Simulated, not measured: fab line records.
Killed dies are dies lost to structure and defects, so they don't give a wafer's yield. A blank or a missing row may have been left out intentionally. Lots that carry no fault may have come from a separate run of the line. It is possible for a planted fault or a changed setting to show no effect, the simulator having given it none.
Matching of chambers	flow n5-finfet	4 sister chambers for N5_SDB_ALD_29 on ald-sin-04
The step deposits SiNx, target thk 30 nm, pulse time 1 s, ald cycles 600. 8 wafers are shown with their chamber, then 12 later ones without.

== WAFERS PAIRED WITH THEIR CHAMBERS ==
wafer	chamber	heater-power-w (W)	precursor-pulse-height-rel
L086.2	0	732	0.984
L086.4	3	819	0.993
L088.1	1	804	0.983
L088.3	2	766	1.022
L088.5	2	772	1.004
L092.1	3	827	1.017
L092.2	1	810	0.959
L092.3	0	739	1.010

== WAFERS WHOSE CHAMBER IS MISSING ==
wafer	heater-power-w (W)	precursor-pulse-height-rel
L093.1	816	0.988
L093.2	746	1.019
L093.4	813	0.984
L095.3	758	1.019
L095.4	801	1.007
L095.5	763	0.980
L096.2	810	1.035
L096.3	747	0.998
L096.5	800	1.012
L097.2	734	0.963
L097.4	774	0.972
L097.6	764	0.986

== EACH ONE'S CHAMBER ==
wafer	from the rows above	in truth
L093.1	can't be placed: 3 or 1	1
L093.2	0	0
L093.4	can't be placed: 1 or 3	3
L095.3	2	2
L095.4	1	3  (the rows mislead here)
L095.5	2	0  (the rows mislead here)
L096.2	can't be placed: 3 or 1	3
L096.3	0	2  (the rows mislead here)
L096.5	can't be placed: 1 or 3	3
L097.2	0	0
L097.4	2	2
L097.6	2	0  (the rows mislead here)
Placed correctly: 4 of 12. Cannot be placed on the basis of these rows: 4; the candidates contain the true chamber in 4. Number placed wrongly: 4.
How it was worked out, from the rows above alone: a wafer's distance from a chamber is the root of the sum, over the readings, of the square of ((its reading less the chamber's mean) divided by the reading's scatter). The wafer belongs to the nearest chamber; if the next one is less than 2 further off, it can't be placed. For every chamber, the mean is computed from those of its wafers that are shown. How the scatter is found: for the shown wafers, subtract from each reading the mean of its chamber, square and add these, divide the total by (wafers less chambers), then take the root.
